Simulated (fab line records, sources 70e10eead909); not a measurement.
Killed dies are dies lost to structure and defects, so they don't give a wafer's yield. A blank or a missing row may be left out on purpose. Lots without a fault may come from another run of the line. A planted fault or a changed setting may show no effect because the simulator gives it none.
Chamber matching | flow nand_harc | NHARC_P_GATE_DESCUM_31 on rie_diel-01: 4 sister chambers
The step chemistry O2, time 3 s. 20 wafers are shown with their chamber, then 10 later ones without.

WAFERS WITH THEIR CHAMBER
wafer  | chamber | showerhead_plenum_p_Torr (Torr) | drypump_motor_current_A (A) | oes_product_au (a.u.)
L074.2 | 0       | 1.81                            | 5.9                         | 0.995
L074.3 | 1       | 2.05                            | 5.4                         | 0.990
L074.6 | 1       | 2.05                            | 5.4                         | 1.004
L080.1 | 2       | 1.91                            | 6.7                         | 0.991
L080.2 | 3       | 1.98                            | 5.6                         | 0.988
L080.6 | 3       | 1.98                            | 5.6                         | 0.989
L082.2 | 2       | 1.91                            | 6.8                         | 0.985
L082.3 | 1       | 2.04                            | 5.4                         | 0.998
L082.6 | 0       | 1.81                            | 5.9                         | 0.985
L083.1 | 2       | 1.91                            | 6.8                         | 0.972
L083.4 | 1       | 2.04                            | 5.4                         | 1.007
L083.6 | 1       | 2.04                            | 5.4                         | 0.995
L086.1 | 0       | 1.81                            | 5.9                         | 1.001
L086.2 | 1       | 2.04                            | 5.4                         | 1.001
L086.5 | 3       | 1.98                            | 5.6                         | 1.006
L087.3 | 0       | 1.81                            | 5.9                         | 0.990
L087.5 | 1       | 2.04                            | 5.4                         | 0.989
L087.6 | 0       | 1.81                            | 5.9                         | 0.994
L090.1 | 1       | 2.04                            | 5.4                         | 0.991
L090.2 | 3       | 1.98                            | 5.6                         | 1.004

SIGNATURES (means of the wafers above)
reading                  | chamber 0 | chamber 1 | chamber 2 | chamber 3 | scatter within a chamber
showerhead_plenum_p_Torr | 1.8100    | 2.0425    | 1.9100    | 1.9800    | 0.00306
drypump_motor_current_A  | 5.900     | 5.400     | 6.767     | 5.600     | 0.0204
oes_product_au           | 0.99300   | 0.99687   | 0.98267   | 0.99675   | 0.0076
Rule: a wafer's distance from a chamber is the root of the sum, over the readings, of the square of ((its reading less the chamber's mean) divided by the reading's scatter). The wafer belongs to the nearest chamber; if the next one is less than 2 further off, it can't be placed. The scatter: the root of (the sum of the squares of (reading less its chamber's mean) over the shown wafers, divided by (wafers less chambers)).

WAFERS WITHOUT THEIR CHAMBER
wafer  | showerhead_plenum_p_Torr (Torr) | drypump_motor_current_A (A) | oes_product_au (a.u.)
L090.5 | 1.98                            | 5.6                         | 1.005
L092.1 | 1.81                            | 5.9                         | 1.010
L092.3 | 1.98                            | 5.6                         | 1.002
L092.4 | 2.04                            | 5.4                         | 0.991
L096.2 | 1.91                            | 6.7                         | 0.988
L096.3 | 1.98                            | 5.6                         | 1.001
L096.6 | 2.04                            | 5.4                         | 1.001
L097.3 | 1.98                            | 5.5                         | 0.993
L097.5 | 1.81                            | 5.9                         | 0.999
L097.6 | 2.04                            | 5.4                         | 0.991

WHICH CHAMBER EACH WENT THROUGH
wafer  | from the rows above | in truth
L090.5 | 3                   | 3
L092.1 | 0                   | 0
L092.3 | 3                   | 3
L092.4 | 1                   | 1
L096.2 | 2                   | 2
L096.3 | 3                   | 3
L096.6 | 1                   | 1
L097.3 | 3                   | 3
L097.5 | 0                   | 0
L097.6 | 1                   | 1
Placed correctly: 10 of 10. Can't be placed from these rows: 0. Placed wrongly: 0.
